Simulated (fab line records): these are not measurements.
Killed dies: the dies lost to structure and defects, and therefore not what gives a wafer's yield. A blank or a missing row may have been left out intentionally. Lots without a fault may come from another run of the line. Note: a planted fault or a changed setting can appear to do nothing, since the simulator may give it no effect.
Struck lot and sound lot, side by side    flow nandHarc    14 out of 1159 route steps
Sound: the wafers L860.4, L860.5, L860.6. Struck: wafer L871.3. (L871.1, L871.6 of the same lot were not struck and are left out.) The cause comes at the end.
For every step that has rows: the tool of each side, followed by ch and its chambers, followed by its first start. Under that, the readings that differ: sound wafers    struck wafers    difference of the means    sigmas: that difference in standard deviations of wafers without a fault.
alike: same words and numbers on both sides, and readings whose means sit less than 2 such deviations apart. not compared: any withheld reading, any reading some wafer has no value for, any bound like >300 that may hide the same value, and any number with overlapping values for which the record gives no deviation.
Wherever a step has rows on one side only, a row that says differs or no value, or a row with sigmas, the two part there. When numbers do not overlap yet have no deviation, they are printed without sigmas and do not part them. Lack of a reading on every wafer of one side parts them only where that side has two or more wafers.

first, 7 steps without rows for these wafers: NHARC_A_STAIRCASE_COAT_211; NHARC_A_STAIRCASE_SOFTBAKE_212 (time 170 s); NHARC_A_STAIRCASE_EBR_213; NHARC_A_STAIRCASE_EXPOSE_214 (exposes mask STAIR 3); NHARC_A_STAIRCASE_PEB_215 (peb time 130 s); NHARC_A_STAIRCASE_DEVELOP_216 (time 140 s); NHARC_A_STAIRCASE_HARDBAKE_218 (time 140 s).
NHARC_A_STAIRCASE_DESCUM_219: chemistry O2, time 3 s.
  sound on rieDiel-02 ch 0,2,3, day 11 23:43; struck on rieDiel-02 ch 0, day 14 08:29
reading              sound              struck  difference  sigmas
oesProductAu (a.u.)  1.015 1.015 1.024  0.994   -0.024      -2
rfVppV (V)           58.4 58.1 59.1     56.6    -1.9        -2
  alike: drypumpMotorCurrentA, showerheadPlenumPTorr, throttleValvePct
  not compared: rfHoursCounterH
NHARC_A_STAIRCASE_TRIM_220: chemistry O2, time 211.2 s.
  sound on rieDiel-02 ch 1,2,3, day 11 23:50; struck on rieDiel-02 ch 0, day 14 08:34
  alike: drypumpMotorCurrentA, oesProductAu, rfVppV, showerheadPlenumPTorr, throttleValvePct
  not compared: rfHoursCounterH
NHARC_A_STAIRCASE_ETCH_221: etches the open film in C4F8/O2, target depth 100 nm, time 40.5 s.
  sound: rieDiel-02 ch 1,2,3; struck: rieDiel-02 ch 2
  alike: biasW, oesProductAu, rfVppV
  not compared: rfHoursCounterH
NHARC_A_STAIRCASE_TRIM_222: chemistry O2, time 211.2 s.
  sound: rieDiel-02 ch 0,1,2; struck: rieDiel-02 ch 0
  alike: drypumpMotorCurrentA, oesProductAu, rfVppV, showerheadPlenumPTorr, throttleValvePct
  not compared: rfHoursCounterH
NHARC_A_STAIRCASE_ETCH_223: etches the open film in C4F8/O2, target depth 100 nm, time 40.5 s.
  sound on rieDiel-02 ch 1,2,3, day 12 00:11; struck on rieDiel-02 ch 0, day 14 08:57
reading              sound              struck  difference  sigmas
biasW (W)            1007 1000 1007     997     -8          -2
oesProductAu (a.u.)  0.964 0.950 0.929  0.797   -0.151      -12
  alike: rfVppV
  not compared: rfHoursCounterH
NHARC_A_STAIRCASE_TRIM_224: chemistry O2, time 211.2 s.
  sound: rieDiel-02 ch 0,3; struck: rieDiel-02 ch 0
  alike: drypumpMotorCurrentA, oesProductAu, rfVppV, showerheadPlenumPTorr, throttleValvePct
  not compared: rfHoursCounterH
-- break in the record here, with 8 days between the starts of the struck wafers on either side (left off in module A_STAIRCASE, picked up again in module END, where the first step shown is number 1159 on the route) --
NHARC_END_SORT_01:
  only the struck wafers appear in the record here, on prober-01 ch 0 at day 22 05:02; the sound ones have no rows

WHERE THEY PART
First at NHARC_A_STAIRCASE_DESCUM_219; last, within this record, at NHARC_END_SORT_01.

WHY: what had been put in by the simulator
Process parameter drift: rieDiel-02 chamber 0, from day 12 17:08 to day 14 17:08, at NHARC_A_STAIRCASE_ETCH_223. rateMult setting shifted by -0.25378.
